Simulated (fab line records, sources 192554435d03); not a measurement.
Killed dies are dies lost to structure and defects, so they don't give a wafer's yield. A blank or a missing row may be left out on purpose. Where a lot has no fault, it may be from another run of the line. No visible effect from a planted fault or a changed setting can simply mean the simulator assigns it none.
Matching of chambers | flow n5-finfet | cvd-co-01 running N5_BEOL_M3_PRE_CLEAN_60: 3 sister chambers
The step time 15 s. 33 wafers are shown with their chamber, then 12 later ones without.

## WAFERS PAIRED WITH THEIR CHAMBERS
wafer  | chamber | heater-power-w (W)
L074.1 | 2       | 89
L074.2 | 1       | 99
L074.3 | 0       | 66
L074.4 | 2       | 93
L074.5 | 1       | 99
L074.6 | 0       | 66
L076.1 | 0       | 65
L076.4 | 0       | 65
L076.5 | 1       | 98
L077.2 | 0       | 65
L077.5 | 1       | 95
L077.6 | 2       | 91
L080.2 | 2       | 90
L080.3 | 0       | 67
L080.4 | 2       | 90
L082.2 | 0       | 67
L082.4 | 1       | 98
L082.5 | 1       | 97
L078.1 | 0       | 64
L078.3 | 2       | 89
L078.4 | 1       | 99
L083.1 | 1       | 100
L083.2 | 2       | 90
L083.3 | 0       | 67
L084.1 | 2       | 91
L084.2 | 1       | 100
L084.6 | 2       | 90
L087.1 | 2       | 93
L087.3 | 1       | 97
L087.4 | 2       | 88
L085.1 | 2       | 91
L085.5 | 2       | 92
L085.6 | 0       | 65

SIGNATURES (averages over the wafers above)
reading        | chamber 0 | chamber 1 | chamber 2 | scatter within a chamber
heater-power-w | 65.70     | 98.20     | 90.54     | 1.4
Rule: for a wafer and a chamber, the distance is found by dividing, reading by reading, the gap between the wafer's reading and the chamber's mean by the reading's scatter, squaring, summing and taking the root. If the next closest chamber is less than 2 further off than the closest, the wafer can't be placed; otherwise it belongs to the closest. The scatter: the root of (the sum of the squares of (reading less its chamber's mean) over the shown wafers, divided by (wafers less chambers)).

## WAFERS MISSING THEIR CHAMBER
wafer  | heater-power-w (W)
L088.3 | 91
L088.5 | 89
L088.6 | 98
L092.3 | 91
L092.4 | 67
L092.5 | 98
L096.4 | 98
L096.5 | 66
L096.6 | 89
L097.1 | 98
L097.3 | 67
L097.4 | 67

## WHICH CHAMBER EACH ONE RAN IN
wafer  | from the rows above | in truth
L088.3 | 2                   | 2
L088.5 | 2                   | 2
L088.6 | 1                   | 1
L092.3 | 2                   | 2
L092.4 | 0                   | 0
L092.5 | 1                   | 1
L096.4 | 1                   | 1
L096.5 | 0                   | 0
L096.6 | 2                   | 2
L097.1 | 1                   | 1
L097.3 | 0                   | 0
L097.4 | 0                   | 0
Placed correctly: 12 of 12. Number that these rows cannot place: 0. Wrongly placed: 0.
